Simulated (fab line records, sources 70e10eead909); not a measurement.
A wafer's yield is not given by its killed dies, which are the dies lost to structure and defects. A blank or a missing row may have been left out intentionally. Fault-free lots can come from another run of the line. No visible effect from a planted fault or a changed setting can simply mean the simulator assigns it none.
Chamber matching :: flow nand harc :: 4 sister chambers for NHARC_A_BLC_STRIP_21 on rie diel-01
The step strips in O2. 18 wafers are shown with their chamber, then 9 later ones without.

WAFERS, EACH WITH ITS CHAMBER
wafer: L397.1
chamber: 0
showerhead plenum p Torr (Torr): 3.45
drypump motor current A (A): 5.6
oes product au (a.u.): 1.014

wafer: L397.4
chamber: 3
showerhead plenum p Torr (Torr): 3.58
drypump motor current A (A): 6.3
oes product au (a.u.): 1.008

wafer: L397.5
chamber: 0
showerhead plenum p Torr (Torr): 3.45
drypump motor current A (A): 5.6
oes product au (a.u.): 0.997

wafer: L399.3
chamber: 3
showerhead plenum p Torr (Torr): 3.58
drypump motor current A (A): 6.2
oes product au (a.u.): 1.005

wafer: L399.4
chamber: 0
showerhead plenum p Torr (Torr): 3.45
drypump motor current A (A): 5.6
oes product au (a.u.): 1.019

wafer: L399.5
chamber: 0
showerhead plenum p Torr (Torr): 3.45
drypump motor current A (A): 5.6
oes product au (a.u.): 1.010

wafer: L400.4
chamber: 3
showerhead plenum p Torr (Torr): 3.58
drypump motor current A (A): 6.3
oes product au (a.u.): 0.996

wafer: L400.5
chamber: 3
showerhead plenum p Torr (Torr): 3.58
drypump motor current A (A): 6.2
oes product au (a.u.): 1.007

wafer: L400.6
chamber: 2
showerhead plenum p Torr (Torr): 3.32
drypump motor current A (A): 5.6
oes product au (a.u.): 1.000

wafer: L403.1
chamber: 1
showerhead plenum p Torr (Torr): 3.36
drypump motor current A (A): 5.4
oes product au (a.u.): 0.985

wafer: L403.2
chamber: 3
showerhead plenum p Torr (Torr): 3.58
drypump motor current A (A): 6.3
oes product au (a.u.): 0.996

wafer: L403.6
chamber: 0
showerhead plenum p Torr (Torr): 3.44
drypump motor current A (A): 5.6
oes product au (a.u.): 1.013

wafer: L402.2
chamber: 0
showerhead plenum p Torr (Torr): 3.44
drypump motor current A (A): 5.6
oes product au (a.u.): 1.016

wafer: L402.4
chamber: 1
showerhead plenum p Torr (Torr): 3.36
drypump motor current A (A): 5.3
oes product au (a.u.): 0.991

wafer: L402.6
chamber: 3
showerhead plenum p Torr (Torr): 3.58
drypump motor current A (A): 6.3
oes product au (a.u.): 1.006

wafer: L407.1
chamber: 0
showerhead plenum p Torr (Torr): 3.44
drypump motor current A (A): 5.6
oes product au (a.u.): 0.996

wafer: L407.2
chamber: 1
showerhead plenum p Torr (Torr): 3.36
drypump motor current A (A): 5.4
oes product au (a.u.): 0.989

wafer: L407.4
chamber: 3
showerhead plenum p Torr (Torr): 3.58
drypump motor current A (A): 6.3
oes product au (a.u.): 1.008

SIGNATURES (averages over the wafers above)
reading: showerhead plenum p Torr
chamber 0: 3.4457
chamber 1: 3.3600
chamber 2: 3.3200
chamber 3: 3.5800
scatter within a chamber: 0.0035

reading: drypump motor current A
chamber 0: 5.600
chamber 1: 5.367
chamber 2: 5.600
chamber 3: 6.271
scatter within a chamber: 0.0387

reading: oes product au
chamber 0: 1.00929
chamber 1: 0.98833
chamber 2: 1.00000
chamber 3: 1.00371
scatter within a chamber: 0.00705
Rule: for each reading, subtract the chamber's mean from the wafer's reading, divide by that reading's scatter and square the result; add these up over the readings and take the root, which gives the wafer's distance from the chamber. If the next closest chamber is less than 2 further off than the closest, the wafer can't be placed; otherwise it belongs to the closest. The scatter: the root of (the sum of the squares of (reading less its chamber's mean) over the shown wafers, divided by (wafers less chambers)).

WAFERS MISSING THEIR CHAMBER
wafer: L412.1
showerhead plenum p Torr (Torr): 3.58
drypump motor current A (A): 6.2
oes product au (a.u.): 1.002

wafer: L412.5
showerhead plenum p Torr (Torr): 3.36
drypump motor current A (A): 5.3
oes product au (a.u.): 0.996

wafer: L412.6
showerhead plenum p Torr (Torr): 3.44
drypump motor current A (A): 5.6
oes product au (a.u.): 1.009

wafer: L419.1
showerhead plenum p Torr (Torr): 3.44
drypump motor current A (A): 5.6
oes product au (a.u.): 0.998

wafer: L419.3
showerhead plenum p Torr (Torr): 3.58
drypump motor current A (A): 6.3
oes product au (a.u.): 0.988

wafer: L419.5
showerhead plenum p Torr (Torr): 3.44
drypump motor current A (A): 5.6
oes product au (a.u.): 0.997

wafer: L420.1
showerhead plenum p Torr (Torr): 3.58
drypump motor current A (A): 6.3
oes product au (a.u.): 0.984

wafer: L420.2
showerhead plenum p Torr (Torr): 3.36
drypump motor current A (A): 5.4
oes product au (a.u.): 1.011

wafer: L420.3
showerhead plenum p Torr (Torr): 3.31
drypump motor current A (A): 5.6
oes product au (a.u.): 1.006

CHAMBER TAKEN BY EACH
wafer: L412.1
from the rows above: 3
in truth: 3

wafer: L412.5
from the rows above: 1
in truth: 1

wafer: L412.6
from the rows above: 0
in truth: 0

wafer: L419.1
from the rows above: 0
in truth: 0

wafer: L419.3
from the rows above: 3
in truth: 3

wafer: L419.5
from the rows above: 0
in truth: 0

wafer: L420.1
from the rows above: 3
in truth: 3

wafer: L420.2
from the rows above: 1
in truth: 1

wafer: L420.3
from the rows above: 2
in truth: 2
9 of 9 placed correctly. From these rows, 0 cannot be placed. Number placed wrongly: 0.
